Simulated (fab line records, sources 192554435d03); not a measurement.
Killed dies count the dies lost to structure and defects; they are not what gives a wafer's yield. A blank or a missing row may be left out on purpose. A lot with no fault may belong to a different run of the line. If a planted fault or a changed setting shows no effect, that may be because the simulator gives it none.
Matching of chambers	flow n5Finfet	aldSin-03 running N5_ILD0_ALD_15: 4 sister chambers
The step deposits SiNx, target thk 24 nm, pulse time 1 s, ald cycles 480. 8 wafers are shown with their chamber, then 9 later ones without.

== WAFERS, EACH WITH ITS CHAMBER ==
wafer	chamber	heaterPowerW (W)	precursorPulseHeightRel
L092.2	0	784	0.994
L092.5	1	737	0.995
L093.1	2	1067	1.020
L093.2	0	795	0.993
L093.3	1	725	0.986
L093.4	3	830	0.973
L093.5	2	1065	0.995
L093.6	3	830	1.010

== WAFERS WITHOUT THEIR CHAMBER ==
wafer	heaterPowerW (W)	precursorPulseHeightRel
L094.1	815	1.004
L094.5	787	1.015
L094.6	718	0.998
L095.4	810	0.991
L095.5	1079	1.009
L095.6	722	0.962
L097.3	828	0.997
L097.4	750	1.023
L097.5	799	0.962

== WHICH CHAMBER EACH ONE RAN IN ==
wafer	from the rows above	in truth
L094.1	can't be placed: 3 or 0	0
L094.5	0	0
L094.6	1	1
L095.4	can't be placed: 3 or 0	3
L095.5	2	2
L095.6	1	1
L097.3	3	3
L097.4	1	1
L097.5	0	0
Placed correctly: 7 of 9. Cannot be placed on the basis of these rows: 2; the candidates contain the true chamber in 2. 0 placed wrongly.
How it was worked out, from the rows above alone: a wafer's distance from a chamber is the root of the sum, over the readings, of the square of ((its reading less the chamber's mean) divided by the reading's scatter). The wafer belongs to the nearest chamber; if the next one is less than 2 further off, it can't be placed. For every chamber, the mean is computed from those of its wafers that are shown. How the scatter is found: for the shown wafers, subtract from each reading the mean of its chamber, square and add these, divide the total by (wafers less chambers), then take the root.
